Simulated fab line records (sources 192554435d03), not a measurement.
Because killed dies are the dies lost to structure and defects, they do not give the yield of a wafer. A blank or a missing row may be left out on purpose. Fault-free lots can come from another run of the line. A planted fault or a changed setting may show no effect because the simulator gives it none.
Struck lot and sound lot, side by side    flow n5_finfet    14 out of 1938 route steps
Sound: these wafers, L259.1, L259.3, L259.6. Struck: wafer L276.3; the same lot's L276.1 was not struck, so it is left out; see the end for the cause.
At each step with rows: each side's tool, then ch and its chambers, then its first start. Under that, the readings that differ: sound wafers    struck wafers    difference of the means    sigmas: that difference in standard deviations of wafers without a fault.
alike: readings with means less than 2 such deviations apart, plus words and numbers identical on both sides. not compared: withheld readings, readings lacking a value on some wafer, bounds such as >300 that could conceal the same value, and numbers that have no deviation in the record and whose values overlap.
A row with sigmas, a row that says differs or no value, or rows on one side alone: a step with any of these is where the two part. When numbers do not overlap yet have no deviation, they are printed without sigmas and do not part them. A reading that every wafer of one side lacks parts them only if that side has two wafers or more.

first, 7 steps without rows for these wafers: N5_PASSIVATION_COAT_38; N5_PASSIVATION_EBR_40; N5_PASSIVATION_SOFTBAKE_39 (time 120 s); N5_PASSIVATION_EXPOSE_41 (exposes mask PASS OPEN, defocus 0 nm, target cd 40000 nm); N5_PASSIVATION_PEB_42; N5_PASSIVATION_DEVELOP_43 (develop time 60 s); N5_PASSIVATION_HARDBAKE_45 (time 120 s).
N5_PASSIVATION_CD_MEAS_44: the cd target is 40000 nm.
  sound on cd_sem-01 ch 0, day 13 15:17; struck on cd_sem-02 ch 0, day 18 06:47
  alike: cd_nm
N5_PASSIVATION_OVL_MEAS_66:
  sound on overlay-02 ch 0, day 13 15:19; struck on overlay-02 ch 0, day 18 06:50
  alike: PASS_OPEN_OVL
N5_PASSIVATION_INSPECT_67: inspects for defects (macro).
  sound on defect_inspect-02 at day 13 15:20; struck on defect_inspect-01 at day 18 06:51
  alike: raw_defect_count
N5_PASSIVATION_DESCUM_46: chemistry O2, time 7.9 s.
  sound on rie_diel-01 ch 0,2, day 13 15:30; struck on rie_diel-01 ch 2, day 18 06:55
  alike: drypump_motor_current_A, oes_product_au, rf_vpp_V, showerhead_plenum_p_Torr, throttle_valve_pct
  not compared: rf_hours_counter_h
N5_PASSIVATION_PASS_ETCH_47: etches SiNx in CF4/O2, target depth 770 nm, time 385 s.
  sound on rie_diel-01 ch 0,2, day 13 15:32; struck on rie_diel-01 ch 2, day 18 06:56
  alike: drypump_motor_current_A, oes_f_703_au, oes_product_au, rf_vpp_V, showerhead_plenum_p_Torr, throttle_valve_pct
  not compared: rf_hours_counter_h
N5_PASSIVATION_ETCH_54: etches SiO2 in CHF3/O2, target depth 880 nm, time 440 s.
  sound on rie_diel-01 ch 0,2, day 13 15:46; struck on rie_diel-01 ch 2, day 18 07:10
reading                                  sound              struck  difference  sigmas
model.PASSIVATION.feature_depth_nm (nm)  862.6 899.4 867.4  1203    +327        
model.etch.depth_nm (nm)                 862.6 899.3 867.5  1203    +327        
  alike: drypump_motor_current_A, oes_f_703_au, oes_product_au, rf_vpp_V, showerhead_plenum_p_Torr, throttle_valve_pct
  not compared: rf_hours_counter_h
N5_PASSIVATION_STRIP_48: strips in O2.
  sound on rie_diel-01 ch 0,2, day 13 16:04; struck on rie_diel-01 ch 2, day 18 07:28
  alike: drypump_motor_current_A, oes_product_au, rf_vpp_V, showerhead_plenum_p_Torr, throttle_valve_pct
  not compared: rf_hours_counter_h

## WHERE THEY PART
Nowhere in this record.

WHY: what had been put in by the simulator
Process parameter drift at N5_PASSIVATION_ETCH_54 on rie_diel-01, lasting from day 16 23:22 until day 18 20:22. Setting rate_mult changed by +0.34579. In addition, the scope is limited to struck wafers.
